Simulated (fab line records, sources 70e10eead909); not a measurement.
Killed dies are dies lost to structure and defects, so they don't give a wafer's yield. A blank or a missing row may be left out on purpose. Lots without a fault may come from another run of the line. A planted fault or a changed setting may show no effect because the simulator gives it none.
fab line records | flow nand_harc
record lots=14 wafers=42 last_day=33
route steps=1302 shown A_SLIT@923 A_BONDPAD@1227 THIN_TSV@1263 END@1302
lots that met no fault: from a run of the same line without faults
start_h: hours from the record's first day to the start of the lot's first wafer shown | wait_h: hours since the lot's step before | " the same as in the row above | L1.1+2: a row that stands for several wafers | - no value, or no start given | * or withheld: withheld | < > ~ a bound
route shown NAME@n: a module of which the file shows steps, and the number in the route of the first | usual: mean/standard deviation of fault-free wafers | same: alike in all rows | chamber/n: place in a boat | sites: the reading at each site | _std_site: their standard deviation | _edge_site: outer sites' mean less inner sites' | radius_mm: how far each site lies from the wafer's centre | mask NAME#n: copy n | behind: the tool/chamber that last shaped the wafer | hold: why the lot was held/for how many hours/how that ended | device: the transistor (n, p or np) that didn't switch | end of line: the same wafers' tests at the end of the route | a step without rows: its recipe alone | killed: dies lost to structure and defects at the first sort, not the wafer's yield | map: a wafer's dies, x killed, . not, _ none there
set.NAME: the setting as run; set.NAME@STEP: as run at that earlier step | model.NAME: the simulator's own value behind a step, which no gauge read
steps of the route over a sample of lots; a table a step, a row a wafer
services: from which hour (start_h, from the record's first day; less than 0 if before it) a tool's chamber was out of use, for how many hours, and why
## steps
# step NHARC_A_SLIT_DEP_00
# recipe target_thk_a=62000 temp_c=400 material=aC
# usual throttle_valve_pct=34.999/0.0097
# columns lot.wafer tool chamber start_h wait_h throttle_valve_pct
L682.1 acl_dep-02 0 495.49 - 35.015
L682.4 " 0 497.38 - 35.023
L682.5 " 0 " " 34.984
L680.2 acl_dep-01 0 508.71 - 34.997
L680.4 " 0 509.97 - 35.016
L680.6 " 0 511.23 - 35.001
L684.1 acl_dep-01 0 515.42 - 35.010
L684.4 " 0 517.28 - 35.000
L684.5 " 0 " " 34.987
L687.2 acl_dep-02 0 567.35 - 34.998
L687.3 " 0 " " 34.990
L687.6 " 0 569.86 - 35.011
L688.1 acl_dep-02 0 575.62 - 34.988
L688.3 " 0 576.86 - 34.995
L688.4 " 0 " " 34.998
L691.3 acl_dep-01 0 592.01 - 34.990
L691.5 " 0 593.26 - 34.997
L691.6 " 0 " " 34.997
L692.1 acl_dep-01 0 605.79 - 34.985
L692.2 " 0 " " 35.010
L692.4 " 0 607.67 - 35.000
L690.1 acl_dep-01 0 614.18 - 35.006
L690.3 " 0 615.44 - 34.996
L690.5 " 0 616.71 - 34.993
L693.4 acl_dep-02 0 630.73 - 34.993
L693.5 " 0 " " 34.990
L693.6 " 0 " " 34.990
L694.4 acl_dep-03 0 631.80 - 34.998
L694.5 " 0 " " 34.996
L694.6 " 0 " " 35.012
L696.1 acl_dep-03 0 645.85 - 35.011
L696.4 " 0 647.73 - 34.996
L696.5 " 0 " " 35.004
L695.1 acl_dep-02 0 645.86 - 35.006
L695.4 " 0 647.72 - 34.977
L695.5 " 0 " " 34.984
L697.1 acl_dep-01 0 664.15 - 34.993
L697.3 " 0 665.42 - 35.007
L697.5 " 0 666.69 - 35.001
L699.1 acl_dep-02 0 677.58 - 35.003
L699.3 " 0 678.85 - 35.003
L699.4 " 0 " " 34.992
# step NHARC_A_BONDPAD_PVD_17
# recipe target_thk_a=50 bias_v=168.6 power_w=15000 chamber_pressure_pa=0.12 time_s=8.06 substrate_temp_c=50 material=TaN
# usual chamber_pressure_pa=0.12/0.00023 throttle_valve_pct=30.3/1.2
# columns lot.wafer tool chamber start_h wait_h chamber_pressure_pa throttle_valve_pct
L682.1 pvd_sputter-03 - - - 0.11994 30.1
L682.4 " - " " 0.11969 29.4
L682.5 " - " " 0.11983 29.6
L687.3 pvd_sputter-03 - - - 0.12004 29.7
L687.2 " - " " 0.12018 30.1
L687.6 " - " " 0.11959 30.0
L688.4 pvd_sputter-02 - - - 0.1199 32.4
L688.3 " - " " 0.11946 32.0
L688.1 " - " " 0.11979 30.4
L691.3 pvd_sputter-02 - - - 0.11994 29.8
L691.6 " - " " 0.11991 29.8
L691.5 " - " " 0.12002 30.3
L692.1 pvd_sputter-01 - - - 0.11978 28.6
L692.4 " - " " 0.12015 30.2
L692.2 " - " " 0.11998 31.7
L690.3 pvd_sputter-01 - - - 0.1201 28.4
L690.1 " - " " 0.12024 31.8
L690.5 " - " " 0.12027 28.2
L693.4 pvd_sputter-01 - - - 0.12027 31.7
L693.5 " - " " 0.11991 29.5
L693.6 " - " " 0.11974 28.7
L694.4 pvd_sputter-02 - - - 0.11966 31.9
L694.5 " - " " 0.12002 30.0
L694.6 " - " " 0.12014 32.6
L695.4 pvd_sputter-02 - - - 0.11994 32.4
L695.1 " - " " 0.12073 30.2
L695.5 " - " " 0.11972 32.5
L696.4 pvd_sputter-02 - - - 0.11985 32.6
L696.1 " - " " 0.11983 32.0
L696.5 " - " " 0.12031 29.9
L697.3 pvd_sputter-02 - - - 0.12031 32.4
L697.1 " - " " 0.12007 32.1
L697.5 " - " " 0.11993 32.4
L699.4 pvd_sputter-03 - - - 0.12026 30.4
L699.1 " - " " 0.12033 29.1
L699.3 " - " " 0.12022 30.8
# step NHARC_THIN_TSV_ETCH_15
# recipe target_depth_a=30000 bosch_target_overetch_cycles=2 bosch_etch_step_s=2.8 bosch_dep_step_s=1.2 bosch_cycles=14
# usual drypump_motor_current_A=5.8/0.43
# columns lot.wafer tool chamber start_h wait_h drypump_motor_current_A rf_hours_counter_h
L682.4 rie_si-03 3 604.41 - 5.3 0.1
L682.1 " 1 " " 5.5 0.1
L682.5 " 0 " " 4.8 -
L687.3 rie_si-05 1 674.31 - 5.9 0.1
L687.2 " 2 " " 6.1 0.0
L687.6 " 1 " " 5.9 -
L688.1 rie_si-03 3 675.56 - 5.2 0.4
L688.3 " 1 " " 5.4 0.5
L688.4 " 3 " " 5.2 -
L691.3 rie_si-06 0 688.03 - 5.0 0.5
L691.5 " 2 " " 6.0 -
L691.6 " 3 " " 5.9 -
L692.2 rie_si-03 0 711.49 - 4.8 0.5
L692.1 " 2 " " 6.4 0.7
L692.4 " 3 " " 5.2 0.6
L690.1 rie_si-05 3 716.35 - 5.8 0.3
L690.3 " 1 " " 5.9 0.4
L690.5 " 3 " " 5.8 -
L693.4 rie_si-06 1 729.12 - 6.2 0.7
L693.5 " 1 " " 6.3 -
L693.6 " 2 " " 6.0 -
L694.4 rie_si-06 0 730.12 - 5.0 0.8
L694.6 " 1 " " 6.3 -
L694.5 " 2 " " 6.0 -
L695.4 rie_si-05 1 748.15 - 6.0 0.7
L695.1 " 3 " " 5.8 0.6
L695.5 " 1 " " 5.9 -
L696.4 rie_si-06 3 749.36 - 5.8 0.8
L696.1 " 1 " " 6.3 0.9
L696.5 " 2 " " 6.0 -
L697.3 rie_si-05 2 771.23 - 6.1 0.8
L697.1 " 3 " " 5.8 0.8
L697.5 " 2 " " 6.1 -
L699.3 rie_si-05 0 773.89 - 5.7 0.8
L699.1 " 1 " " 5.9 0.8
L699.4 " 2 " " 6.1 0.9
# step NHARC_THIN_TSV_CMP_21
# recipe t_overpolish_s=30 target_thk_nm=2000
# usual edge_zone_pressure_frac=1.000/0.0057 motor_current_A=12.2/1.5 overpolish_run_s=30.000/0.0098
# columns lot.wafer tool chamber start_h wait_h edge_zone_pressure_frac motor_current_A overpolish_run_s
L682.1 cmp-01 0 608.03 - 0.994 10.2 29.987
L682.4 " 1 " " 1.002 13.4 30.006
L682.5 " 3 " " 0.993 10.5 30.003
L687.3 cmp-04 3 678.13 - 0.997 11.0 29.994
L687.2 " 0 " " 1.003 11.2 29.981
L687.6 " 2 " " 0.997 12.4 29.987
L688.3 cmp-02 2 679.04 - 0.998 11.5 30.014
L688.1 " 3 " " 1.001 12.7 30.002
L688.4 " 0 " " 1.006 11.7 30.000
L691.3 cmp-01 1 691.59 - 1.005 13.1 29.993
L691.5 " 2 " " 1.002 13.3 30.009
L691.6 " 3 " " 0.995 10.3 30.008
L692.4 cmp-02 2 715.04 - 1.008 11.9 30.007
L692.1 " 0 " " 1.003 10.9 29.996
L692.2 " 1 " " 1.012 12.6 29.996
L690.3 cmp-04 0 719.94 - 1.001 10.8 30.012
L690.1 " 1 " " 0.999 15.2 30.011
L690.5 " 3 " " 0.991 11.6 29.987
L693.4 cmp-01 1 732.92 - 0.994 13.2 30.000
L693.5 " 2 " " 1.006 13.1 30.009
L693.6 " 3 " " 1.003 10.3 30.014
L694.4 cmp-02 2 733.79 - 0.998 11.5 30.007
L694.6 " 0 " " 0.989 11.4 29.972
L694.5 " 1 " " 1.000 13.4 30.014
L695.4 cmp-04 1 751.62 - 0.997 15.0 29.991
L695.1 " 3 " " 0.995 11.9 30.002
L695.5 " 1 " " 0.999 16.1 30.000
L696.1 cmp-01 3 752.86 - 0.995 10.5 29.990
L696.4 " 0 " " 0.998 11.3 30.011
L696.5 " 0 " " 1.004 10.5 30.013
L697.3 cmp-01 2 774.90 - 0.990 13.1 30.003
L697.1 " 0 " " 1.000 10.7 30.015
L697.5 " 1 " " 1.001 13.3 29.998
L699.3 cmp-04 1 777.34 - 0.999 16.3 29.988
L699.1 " 2 " " 0.998 12.7 30.001
L699.4 " 3 " " 1.006 11.4 29.986
# step NHARC_END_SORT_01
# recipe temp_c=25
# usual killed_at_array=64/20 killed_at_other=0.7/1.1 killed_at_periphery=3.6/2.7 killed_dies=68/20 killed_open=2.8/1.9 killed_short=2.3/1.5
# same gross_dies=677
# columns lot.wafer tool chamber start_h wait_h killed_at_array killed_at_other killed_at_periphery killed_dies killed_open killed_short
L684.1 prober-01 0 637.66 2.5 584 0 4 588 1 1
L684.4 prober-01 0 640.06 3.4 609 1 6 616 4 3
L684.5 prober-01 0 640.86 3.7 588 1 2 591 1 1
L680.2 prober-02 0 638.52 2.8 609 2 4 615 2 2
L680.4 prober-02 0 640.12 3.4 612 3 5 620 3 3
L680.6 prober-02 0 641.73 4.0 592 3 1 596 1 1
L696.1 prober-02 0 767.82 2.5 45 0 2 47 2 0
L696.4 prober-02 0 770.21 3.4 61 0 2 63 3 4
L696.5 prober-02 0 771.01 3.7 59 0 2 61 0 2
# killed by level:class
L684.1 A_SLIT:area_dep=497 A_CHANNEL_HOLE_D1:chamber_film_flake=29 A_CHANNEL_HOLE_D2:chamber_film_flake=29 A_SLIT:chamber_film_flake=24 P_BONDPAD:chamber_film_flake=3 A_CONTACT:chamber_film_flake=2 A_SOURCE_PLATE:geometric_particle:open=1 A_WL_FILL:geometric_particle:short=1
L680.2 A_SLIT:area_dep=560 A_CHANNEL_HOLE_D1:chamber_film_flake=29 A_CHANNEL_HOLE_D2:chamber_film_flake=13 A_CHANNEL_FILL_D1:chamber_film_flake=2 A_CONTACT:chamber_film_flake=2 THIN_TSV:chamber_film_flake=2 P_CONTACT:geometric_particle:open=1 P_M0:geometric_particle:open=1
L684.4 A_SLIT:area_dep=514 A_CHANNEL_HOLE_D1:chamber_film_flake=33 A_CHANNEL_HOLE_D2:chamber_film_flake=26 A_SLIT:chamber_film_flake=23 P_GATE:chamber_film_flake=3 A_WL_FILL:chamber_film_flake=3 A_WL_FILL:geometric_particle:short=2 A_STAIRCASE:chamber_film_flake=2
L680.4 A_SLIT:area_dep=556 A_CHANNEL_HOLE_D1:chamber_film_flake=25 A_CHANNEL_HOLE_D2:chamber_film_flake=15 A_CHANNEL_FILL_D1:chamber_film_flake=4 A_SLIT:chamber_film_flake=3 THIN_TSV:chamber_film_flake=3 P_GATE:chamber_film_flake=2 A_STAIRCASE:chamber_film_flake=2
L684.5 A_SLIT:area_dep=510 A_SLIT:chamber_film_flake=30 A_CHANNEL_HOLE_D1:chamber_film_flake=23 A_CHANNEL_HOLE_D2:chamber_film_flake=21 P_BONDPAD:chamber_film_flake=2 A_CHANNEL_FILL_D2:geometric_particle:short=1 A_CONTACT:geometric_particle:open=1 A_WL_FILL:chamber_film_flake=1
L680.6 A_SLIT:area_dep=538 A_CHANNEL_HOLE_D1:chamber_film_flake=33 A_CHANNEL_HOLE_D2:chamber_film_flake=11 THIN_TSV:chamber_film_flake=3 A_WL_FILL:chamber_film_flake=2 A_CONTACT:chamber_film_flake=2 A_M1:chamber_film_flake=2 A_CHANNEL_FILL_D2:geometric_particle:short=1
L696.1 A_CHANNEL_HOLE_D2:chamber_film_flake=25 A_CHANNEL_HOLE_D1:chamber_film_flake=9 A_CONTACT:chamber_film_flake=5 A_SLIT:chamber_film_flake=4 A_STAIRCASE:chamber_film_flake=2 P_GATE:geometric_particle:open=1 P_CONTACT:geometric_particle:open=1
L696.4 A_CHANNEL_HOLE_D2:chamber_film_flake=20 A_CHANNEL_HOLE_D1:chamber_film_flake=17 A_CONTACT:chamber_film_flake=5 A_STAIRCASE:chamber_film_flake=5 A_SLIT:chamber_film_flake=5 P_GATE:chamber_film_flake=2 A_CHANNEL_FILL_D2:chamber_film_flake=2 A_ONON_D1:geometric_particle:open=1
L696.5 A_CHANNEL_HOLE_D2:chamber_film_flake=26 A_CHANNEL_HOLE_D1:chamber_film_flake=16 A_SLIT:chamber_film_flake=7 A_STAIRCASE:chamber_film_flake=3 A_CONTACT:chamber_film_flake=3 A_CHANNEL_HOLE_D1:geometric_particle:short=1 A_WL_FILL:geometric_particle:short=1 P_STI:chamber_film_flake=1
## services
# columns tool chamber start_h hours kind
rie_si-05 - 482.00 9.0 pm
cmp-01 - 489.60 4.0 pm
cmp-04 - 503.93 4.0 pm
rie_si-06 2 532.76 3.2 repair
acl_dep-02 - 540.91 10.6 repair
cmp-04 - 542.94 0.5 repair
acl_dep-01 - 555.00 13.0 pm
cmp-04 - 564.73 4.1 repair
cmp-01 - 587.60 4.0 pm
cmp-04 - 601.93 4.0 pm
rie_si-06 - 603.00 9.0 pm
acl_dep-02 - 608.36 13.0 pm
pvd_sputter-02 - 638.00 10.0 pm
cmp-01 - 655.71 3.8 repair
rie_si-05 - 659.00 9.0 pm
rie_si-05 0 678.75 1.1 repair
pvd_sputter-02 - 683.12 1.9 repair
cmp-01 - 685.60 4.0 pm
rie_si-06 2 690.95 1.8 repair
rie_si-05 1 692.64 7.2 repair
cmp-04 - 699.93 4.0 pm
acl_dep-01 - 710.99 1.7 repair
cmp-04 - 712.92 1.9 repair
acl_dep-01 - 736.00 13.0 pm
## key
first_sign step=NHARC_END_SORT_01 reading=killed_dies direction=up sigmas=27 usual=68 struck=604
effect step=NHARC_END_SORT_01 reading=killed_at_array direction=up sigmas=27 usual=64 struck=599
more_kills_born_at NHARC_A_SLIT_DEP_00@acl_dep-01=3175
met_at NHARC_A_SLIT_DEP_00
struck_lots L680,L684
later_rows_left_out L680.2,L680.4,L680.6,L684.1,L684.4,L684.5
tester_left_out L680,L684
not_acting_at NHARC_A_BONDPAD_PVD_17,NHARC_THIN_TSV_ETCH_15,NHARC_THIN_TSV_CMP_21
fault kind=process_parameter_drift tool=acl_dep-01 chamber=- onset_h=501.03 steps=NHARC_A_SLIT_DEP_00 channel=target_thk_a offset=* shape=step end_h=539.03 acts_in=* stated=*
# tester_left_out: of these lots the tester's yield and bins aren't shown, on N5 and GAA mostly nor the transistor test; their killed dies are dies lost to structure and defects alone, not to doping, threshold or leakage, so they don't give the yield
# later_rows_left_out: the simulator's readings of these wafers behind a module that went badly wrong aren't trusted and aren't shown, but for the sort
